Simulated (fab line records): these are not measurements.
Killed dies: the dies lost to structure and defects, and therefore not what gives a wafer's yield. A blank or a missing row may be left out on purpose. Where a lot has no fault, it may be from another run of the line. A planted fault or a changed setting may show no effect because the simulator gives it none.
What tool caused it? || flow nand-harc || 6 lots with 18 wafers sampled at 2 steps, on a route of 1302 steps

WHAT EACH GAUGE READ, for each wafer
NHARC_A_CONTACT_CD_MEAS_69 targets a cd of 300 nm.
{"lot": "L642", "measured": "day 22 05:05", "on": "cd-sem-03", "cd-nm (nm)": "300.0 300.5 300.5"}
{"lot": "L644", "measured": "day 23 06:41", "on": "cd-sem-03", "cd-nm (nm)": "300.8 299.5 300.6"}
{"lot": "L654", "measured": "day 28 02:58", "on": "cd-sem-03", "cd-nm (nm)": "300.1 299.1 299.6"}
{"lot": "L659", "measured": "day 29 08:29", "on": "cd-sem-03", "cd-nm (nm)": "299.5 299.6 298.9"}
{"lot": "L661", "measured": "day 30 00:52", "on": "cd-sem-02", "cd-nm (nm)": "300.3 300.3 299.6"}
{"lot": "L663", "measured": "day 31 00:27", "on": "cd-sem-03", "cd-nm (nm)": "300.6 301.6 300.3"}

WHICH TOOL RAN EACH LOT (tool, then ch and the chambers of the sampled wafers, then the start)
{"lot": "L642", "NHARC_A_CONTACT_DEP_58": "pecvd-01 ch 0,2, day 22 04:22"}
{"lot": "L644", "NHARC_A_CONTACT_DEP_58": "pecvd-01 ch 0,2, day 23 05:59"}
{"lot": "L654", "NHARC_A_CONTACT_DEP_58": "pecvd-03 ch 1,2, day 28 02:22"}
{"lot": "L659", "NHARC_A_CONTACT_DEP_58": "pecvd-04 ch 1,2, day 29 07:46"}
{"lot": "L661", "NHARC_A_CONTACT_DEP_58": "pecvd-03 ch 0,1,2, day 30 00:09"}
{"lot": "L663", "NHARC_A_CONTACT_DEP_58": "pecvd-03 ch 1,2, day 30 23:47"}
- NHARC_A_CONTACT_DEP_58: deposits SiON, target thk 90 nm.

THE ANSWER, worked out from the rows above alone
Rule: the usual values come from the lots themselves. The widest of any qualifying gaps counts: lots, ordered by their means at a reading, are off when they make up no more than a third of the lots, leave a main group of 4 or more, and stand apart from it by 3 or more times the standard deviation of that group's means. Not used: any main group whose means are identical at the precision the tables above print for the reading. Also off: a lot with no number at a reading for which 4 or more lots have one. All remaining lots with rows at the step are treated as sound.
Nothing can be told from this: no lot is off at any reading shown.

WHAT THE SIMULATOR PUT IN
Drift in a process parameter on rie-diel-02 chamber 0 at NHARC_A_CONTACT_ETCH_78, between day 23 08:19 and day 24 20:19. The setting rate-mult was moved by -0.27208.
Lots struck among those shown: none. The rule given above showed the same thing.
